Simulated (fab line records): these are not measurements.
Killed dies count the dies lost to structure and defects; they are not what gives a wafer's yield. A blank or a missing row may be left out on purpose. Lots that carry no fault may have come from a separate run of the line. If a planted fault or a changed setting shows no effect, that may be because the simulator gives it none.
Struck lot and sound lot, side by side + flow nand harc + 18 out of 1159 route steps
Sound: these wafers, L262.1, L262.2, L262.6. Wafers struck: L255.2, L255.3, L255.4. The cause is named last.
Each step with rows lists, per side, the tool, then ch with its chambers, then its first start. Under that, the readings that differ: sound wafers + struck wafers + difference of the means + sigmas: that difference in standard deviations of wafers without a fault.
alike: readings with means less than 2 such deviations apart, plus words and numbers identical on both sides. not compared: withheld readings, readings lacking a value on some wafer, bounds such as >300 that could conceal the same value, and numbers that have no deviation in the record and whose values overlap.
A row with sigmas, a row that says differs or no value, or rows on one side alone: a step with any of these is where the two part. When numbers do not overlap yet have no deviation, they are printed without sigmas and do not part them. A reading that every wafer of one side lacks parts them only if that side has two wafers or more.

first, 1 step without rows for these wafers: NHARC_P_BONDPAD_HARDBAKE_10 (time 65 s).
NHARC_P_BONDPAD_DESCUM_11: chemistry O2, time 3 s.
  sound on rie diel-05 ch 2,3, day 10 01:44; struck on rie diel-06 ch 0,1,2, day 8 11:14
| reading                     | sound       | struck      | difference | sigmas |
|-----------------------------|-------------|-------------|------------|--------|
| drypump motor current A (A) | 5.6 6.3 6.3 | 5.0 5.3 5.3 | -0.9       | -2     |
  alike: oes product au, rf vpp V, showerhead plenum p Torr, throttle valve pct
  not compared: rf hours counter h
then, 1 step without rows for these wafers: NHARC_P_BONDPAD_ETCH_37 (etches the open film in N2/H2, target depth 60 nm, overetch 18 nm, time 65.91 s).
NHARC_P_BONDPAD_ETCH_12: etches the open film in CHF3/O2, target depth 200 nm, time 100 s.
  sound: rie diel-05 ch 2,3; struck: rie diel-06 ch 0,1,3
| reading                     | sound       | struck      | difference | sigmas |
|-----------------------------|-------------|-------------|------------|--------|
| drypump motor current A (A) | 6.3 5.6 6.3 | 4.8 5.0 5.3 | -1.0       | -2     |
  alike: oes product au, rf vpp V, showerhead plenum p Torr, throttle valve pct
  not compared: rf hours counter h
NHARC_P_BONDPAD_CD_MEAS_13:
  sound on cd sem-01, day 10 02:02; struck on cd sem-03, day 8 11:33
  alike: cd nm
NHARC_P_BONDPAD_STRIP_15: strips in O2.
  sound on rie diel-05 ch 1,2,3, day 10 02:10; struck on rie diel-05 ch 1,2,3, day 8 11:38
  alike: drypump motor current A, oes product au, rf vpp V, showerhead plenum p Torr, throttle valve pct
  not compared: rf hours counter h
then, 2 steps without rows for these wafers: NHARC_P_BONDPAD_ETCH_24 (etches the open film in CF4/N2, target depth 30 nm, time 72.99 s); NHARC_P_BONDPAD_STRIP_16 (strips in post etch residue remover, time 600 s).
NHARC_P_BONDPAD_DEGAS_25: time 60 s.
  sound on pvd sputter-03, day 10 02:41; struck on pvd sputter-03, day 8 12:11
  alike: heater power w
then, 1 step without rows for these wafers: NHARC_P_BONDPAD_PRE_CLEAN_26 (time 30 s).
NHARC_P_BONDPAD_PVD_17: deposits TaN, target thk 5 nm, time 8.06 s.
  sound on pvd sputter-03; struck on pvd sputter-03
  alike: throttle valve pct
then, 1 step without rows for these wafers: NHARC_P_BONDPAD_PVD_27 (deposits Cu, target thk 30 nm, time 20.49 s).
NHARC_P_BONDPAD_ECD_18: material Cu, target thk 400 nm.
  sound on ecd cu-02 ch 0,1, day 10 03:10; struck on ecd cu-01 ch 0,1, day 8 12:32
  no value came back on the struck wafers for bath heat duty pct (%), bath temp c (C); on the sound wafers bath heat duty pct (%) reads 5.9 6.6 6.2
then, 2 steps without rows for these wafers: NHARC_P_BONDPAD_ANNEAL_28 (time 90 s); NHARC_P_BONDPAD_CMP_19 (polishes, t overpolish 30 s, cu recess touch 16 s, target thk 160.81 nm).
NHARC_P_BONDPAD_THK_MEAS_20: measures by xrf.
  sound on film metro-02, day 10 04:13; struck on film metro-01, day 8 13:35
| reading     | sound             | struck         | difference | sigmas |
|-------------|-------------------|----------------|------------|--------|
| thk nm (nm) | 162.5 159.9 158.5 | 30.9 31.7 29.3 | -129.7     | -86    |
then, 1 step without rows for these wafers: NHARC_P_BONDPAD_SRD_21 (time 30 s, dry time 20 s).
-- jump in the record: it breaks off in module P_BONDPAD and resumes in module END (first step shown: number 1159 of the route), and 13 days separate the struck wafers' starts before and after --
NHARC_END_SORT_01:
  sound on prober-01 ch 0, day 23 06:30; struck on prober-01 ch 0, day 21 06:56
| reading                  | sound          | struck         | difference | sigmas      |
|--------------------------|----------------|----------------|------------|-------------|
| defect limited yield (%) | 93.6 93.2 94.1 | 0 0 0          | -94        | -62         |
| killed at periphery      | 1 3 3          | 641 651 648    | +644       | +99 or more |
| killed dies              | 43 46 40       | 677 677 677    | +634       | +63         |
| sort_bin_2_pct (%)       | 2.7 1.5 2.1    | 95.9 96.9 97.0 | +94.5      | +99 or more |
| sort n pass              | 634 631 637    | 0 0 0          | -634       | -63         |
| sort rim yield pct (%)   | 93 93 94       | 0 0 0          | -93        | -29         |
| sort yield pct (%)       | 93.6 93.2 94.1 | 0 0 0          | -94        | -62         |
  alike: killed at array, killed at other, killed open, killed short, sort_bin_3_pct, sort_bin_4_pct

== WHERE THEY PART ==
First at NHARC_P_BONDPAD_DESCUM_11; last, within this record, at NHARC_END_SORT_01.

WHY: what had been put in by the simulator
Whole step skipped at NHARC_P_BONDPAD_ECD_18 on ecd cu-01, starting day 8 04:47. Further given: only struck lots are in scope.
